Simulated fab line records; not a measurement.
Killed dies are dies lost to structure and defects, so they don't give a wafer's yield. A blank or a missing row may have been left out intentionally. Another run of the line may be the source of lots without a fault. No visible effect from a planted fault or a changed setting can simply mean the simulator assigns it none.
Chamber matching ; flow n5-finfet ; N5_FIN_CUT_ETCH_30 on rie-diel-06: 4 sister chambers
The step etches underlayer in N2/H2, target depth 13 nm, time 10.4 s. 16 wafers are shown with their chamber, then 8 later ones without.

== WAFERS WITH THEIR CHAMBER ==
wafer;chamber;drypump-motor-current-A (A);showerhead-plenum-p-Torr (Torr);oes-product-au (a.u.)
L075.2;1;5.2;2.62;0.60
L075.4;3;5.2;2.60;0.78
L075.6;1;5.2;2.62;0.60
L078.1;1;5.2;2.62;0.60
L078.3;2;6.4;2.46;0.69
L078.4;0;6.5;2.63;0.63
L079.1;1;5.2;2.62;0.60
L079.2;0;6.4;2.63;0.62
L079.6;3;5.2;2.60;0.76
L082.3;2;6.4;2.45;0.69
L082.5;3;5.2;2.60;0.75
L082.6;0;6.5;2.63;0.63
L086.2;3;5.2;2.59;0.74
L086.3;0;6.4;2.63;0.61
L086.6;0;6.4;2.63;0.62
L087.3;1;5.2;2.62;0.59

SIGNATURES (means of the wafers above)
reading;chamber 0;chamber 1;chamber 2;chamber 3;scatter within a chamber
drypump-motor-current-A;6.440;5.200;6.400;5.200;0.0316
showerhead-plenum-p-Torr;2.6300;2.6200;2.4550;2.5975;0.00323
oes-product-au;0.6220;0.5980;0.6900;0.7575;0.0101
Rule: a wafer lies at a distance from a chamber equal to the root of the sum of squares, over the readings, of (its reading less the chamber's mean, divided by the reading's scatter). The wafer belongs to the nearest chamber; if the next one is less than 2 further off, it can't be placed. How the scatter is found: for the shown wafers, subtract from each reading the mean of its chamber, square and add these, divide the total by (wafers less chambers), then take the root.

== WAFERS WHOSE CHAMBER IS MISSING ==
wafer;drypump-motor-current-A (A);showerhead-plenum-p-Torr (Torr);oes-product-au (a.u.)
L087.4;6.4;2.45;0.68
L087.6;6.4;2.45;0.69
L089.2;5.2;2.59;0.74
L089.4;5.2;2.62;0.59
L089.5;6.4;2.63;0.61
L094.1;6.4;2.45;0.66
L094.2;5.2;2.59;0.71
L094.6;6.4;2.62;0.61

== EACH ONE'S CHAMBER ==
wafer;from the rows above;in truth
L087.4;2;2
L087.6;2;2
L089.2;3;3
L089.4;1;1
L089.5;0;0
L094.1;2;2
L094.2;3;3
L094.6;0;0
8 of 8 placed correctly. From these rows, 0 cannot be placed. Wrongly placed: 0.
